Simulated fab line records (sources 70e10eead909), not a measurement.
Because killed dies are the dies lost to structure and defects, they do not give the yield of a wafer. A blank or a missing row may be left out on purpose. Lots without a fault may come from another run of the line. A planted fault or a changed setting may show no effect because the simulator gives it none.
Struck lot and sound lot, side by side    flow nandHarc    15 out of 1302 route steps
Sound: wafers L300.2, L300.3, L300.6. Wafers struck: L308.1, L308.5, L308.6. At the end, the cause is stated.
Per side, at each step with rows, come the tool, then ch with its chambers, and then its first start. Under that, the readings that differ: sound wafers    struck wafers    difference of the means    sigmas: that difference in standard deviations of wafers without a fault.
alike: words and numbers the same on both sides, and readings whose means are apart by under 2 such deviations; not compared: readings that were withheld, readings missing a value for some wafer, numbers with overlapping values and no deviation given by the record, and bounds like >300 which may hide the same value.
The two part at a step that has a row with sigmas, a row that says differs or no value, or rows on one side only. Numbers that don't overlap but have no deviation are shown without sigmas and don't part them. A reading that every wafer of one side lacks parts them only if that side has two wafers or more.

first, 4 steps without rows for these wafers: NHARC_P_GATE_EBR_07; NHARC_P_GATE_EXPOSE_08 (exposes mask P HV); NHARC_P_GATE_PEB_09 (peb time 85 s); NHARC_P_GATE_DEVELOP_10 (time 70 s).
NHARC_P_GATE_CD_MEAS_11: the cd target is 1640 nm.
  sound on cdSem-01 ch 0, day 4 20:29; struck on cdSem-02 ch 0, day 8 02:05
  alike: cdNm
then, 1 step without rows for these wafers: NHARC_P_GATE_HARDBAKE_12 (time 80 s).
NHARC_P_GATE_DESCUM_13: chemistry O2, time 3 s.
  sound on rieDiel-04 ch 0,3, day 4 20:38; struck on rieDiel-09 ch 0,1, day 8 02:14
  alike: drypumpMotorCurrentA, o2FlowSccm, oesProductAu, rfVppV, showerheadPlenumPTorr, throttleValvePct
  not compared: rfHoursCounterH
then, 5 steps without rows for these wafers: NHARC_P_GATE_ETCH_14 (etches SiO2 in dHF, target depth 48.8 nm); NHARC_P_GATE_STRIP_15 (strips in SPM, time 780 s); NHARC_P_GATE_PRECLEAN_71 (cleans in SC1); NHARC_P_GATE_SRD_72; NHARC_P_GATE_OXIDE_16 (material SiO2, target thk 3 nm, ox time 392 s).
NHARC_P_GATE_CVD_17: deposits poly-Si, target thk 150 nm, time 900 s.
  sound on lpcvdPoly-04 ch 0, day 5 06:49; struck on lpcvdPoly-04 ch 0, day 8 12:14
reading                 sound                 struck                difference  sigmas
spikeTcBottomC (C)      641.5 643.2 643.6     657.0 657.7 657.2     +14.5       +6
spikeTcCentreC (C)      619.3 618.9 620.7     633.3 634.6 632.7     +13.9       +14
spikeTcLowerC (C)       620.8 620.8 619.8     632.7 632.9 633.8     +12.7       +9
spikeTcTopC (C)         643 641 643           656 656 657           +14         +4
spikeTcUpperC (C)       618.9 620.1 620.2     633.9 632.6 632.7     +13.3       +10
tubeCenterTempC (C)     619.98 619.95 619.95  633.94 633.99 633.95  +14.00      +99 or more
zonePowerCentrePct (%)  10.39 10.34 10.45     11.03 10.74 10.68     +0.42       +2
NHARC_P_GATE_HM_DEP_102: deposits aC, target thk 120 nm.
  sound on aclDep-02 ch 0, day 5 15:43; struck on aclDep-01 ch 0, day 8 15:44
  alike: throttleValvePct
-- jump in the record: it breaks off in module P_GATE and resumes in module END (first step shown: number 1302 of the route), and 20 days separate the struck wafers' starts before and after --
NHARC_END_SORT_01:
  the record has rows for the struck wafers here (prober-01 ch 0, day 28 05:10) and none for the sound ones

== WHERE THEY PART ==
Last at NHARC_END_SORT_01 as far as this record goes, first at NHARC_P_GATE_CVD_17.

WHY: whatever the simulator had introduced
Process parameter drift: lpcvdPoly-04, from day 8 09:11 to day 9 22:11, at NHARC_P_GATE_CVD_17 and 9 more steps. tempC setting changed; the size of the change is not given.
